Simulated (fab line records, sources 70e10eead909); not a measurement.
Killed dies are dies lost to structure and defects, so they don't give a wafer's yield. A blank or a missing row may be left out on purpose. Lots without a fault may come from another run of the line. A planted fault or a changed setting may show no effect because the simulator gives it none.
Which tool did it? | flow nand_harc | 6 lots, 18 wafers sampled, at 5 steps of a route of 1302

WHAT THE GAUGES READ, wafer by wafer
NHARC_END_SORT_01.
lot  | measured     | on        | killed_at_array
L424 | day 33 20:57 | prober-01 | 459 58 57

WHICH TOOL RAN EACH LOT (tool, then ch and the chambers of the sampled wafers, then the start)
lot  | NHARC_A_CONTACT_DEP_57        | NHARC_A_CONTACT_ETCH_76                       | NHARC_A_CONTACT_ETCH_78            | NHARC_A_CONTACT_ETCH_126
L405 | acl_dep-01 ch 0, day 22 23:52 | rie_diel-04 ch 1,3, day 23 04:15 or earlier   | rie_diel-08 ch 0,1,3, day 23 04:15 | har_cap_etch-01 ch 0,1, day 23 05:29
L406 | acl_dep-03 ch 0, day 23 15:50 | rie_diel-04 ch 1,3, day 23 20:39 or earlier   | rie_diel-04 ch 0,3, day 23 20:39   | har_cap_etch-03 ch 0,1, day 23 22:01
L411 | acl_dep-03 ch 0, day 25 16:34 | rie_diel-04 ch 0,2,3, day 25 20:23 or earlier | rie_diel-04 ch 2,3, day 25 20:23   | har_cap_etch-03 ch 0,1, day 25 21:40
L412 | acl_dep-03 ch 0, day 26 07:10 | rie_diel-08 ch 1,2,3, day 26 11:37 or earlier | rie_diel-08 ch 1,2,3, day 26 11:37 | har_cap_etch-03 ch 0,1, day 26 12:46
L416 | acl_dep-02 ch 0, day 28 00:37 | rie_diel-08 ch 0,2,3, day 28 04:58 or earlier | rie_diel-08 ch 0,2, day 28 04:58   | har_cap_etch-02 ch 0,1, day 28 06:29
L424 | acl_dep-02 ch 0, day 31 01:04 | rie_diel-04 ch 1,3, day 31 05:15 or earlier   | rie_diel-04 ch 0,2,3, day 31 05:15 | har_cap_etch-01 ch 0,1, day 31 06:28
- NHARC_A_CONTACT_DEP_57: deposits aC, target thk 5300 nm.
- NHARC_A_CONTACT_ETCH_76: etches the open film in N2/H2, target depth 260 nm, time 475.3 s.
- NHARC_A_CONTACT_ETCH_78: etches the open film in O2/COS, target depth 5300 nm, time 1378 s.
- NHARC_A_CONTACT_ETCH_126: etches the open film in C4F8/O2/Ar, time 197 s, target depth 1918 nm.

THE ANSWER, worked out from the rows above alone
Rule: what is usual is taken from the lots themselves. Put in order of their means at a reading, lots are off if they are a third of the lots or fewer, leave a main group of 4 or more, and stand apart from it by a gap of 3 or more times the standard deviation of the main group's means; of several such gaps the widest counts. A main group whose means are all the same, to the digits that the tables above print for the reading, isn't used. A lot without any number at a reading at which 4 lots or more have one is off too. The other lots that the step has rows for count as sound.
No lot is off at any reading shown: from this, nothing can be told.

WHAT THE SIMULATOR HAD PUT IN
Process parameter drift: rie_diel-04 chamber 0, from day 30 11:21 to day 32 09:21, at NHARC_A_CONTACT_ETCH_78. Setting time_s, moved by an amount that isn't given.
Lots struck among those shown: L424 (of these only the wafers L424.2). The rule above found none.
